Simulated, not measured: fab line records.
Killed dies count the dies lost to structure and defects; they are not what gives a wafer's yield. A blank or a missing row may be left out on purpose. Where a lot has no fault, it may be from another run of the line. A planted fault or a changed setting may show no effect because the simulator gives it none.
Chamber matching -- flow n5_finfet -- N5_BEOL_M0_SAQP_PECVD_96 on pecvd-02: 3 sister chambers
The step deposits a-Si from SiH4/He, target thk 45 nm, time 45.2 s. 3 wafers are shown with their chamber, then 7 later ones without.

## WAFERS PAIRED WITH THEIR CHAMBERS
wafer,chamber,showerhead_plenum_p_Torr (Torr)
L088.2,0,5.74
L088.3,1,5.64
L090.4,2,5.73

## WAFERS WITHOUT THEIR CHAMBER
wafer,showerhead_plenum_p_Torr (Torr)
L090.6,5.72
L093.1,5.64
L093.4,5.64
L093.5,5.73
L097.1,5.65
L097.2,5.72
L097.5,5.63

## THE CHAMBER EACH PASSED THROUGH
wafer,from the rows above,in truth
L090.6,can't be placed: 2 or 0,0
L093.1,1,1
L093.4,1,1
L093.5,can't be placed: 2 or 0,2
L097.1,1,1
L097.2,can't be placed: 2 or 0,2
L097.5,1,1
4 of 7 placed correctly. Can't be placed from these rows: 3 (the true chamber is among the candidates in 3). Wrongly placed: 0.
How it was worked out, from the rows above alone: a wafer's distance from a chamber is the root of the sum, over the readings, of the square of ((its reading less the chamber's mean) divided by the reading's scatter). If the next closest chamber is less than 2 further off than the closest, the wafer can't be placed; otherwise it belongs to the closest. For every chamber, the mean is computed from those of its wafers that are shown. The scatter (one wafer shown for each chamber): square how far every hidden wafer sits from the nearest shown wafer, average those squares and take the square root.
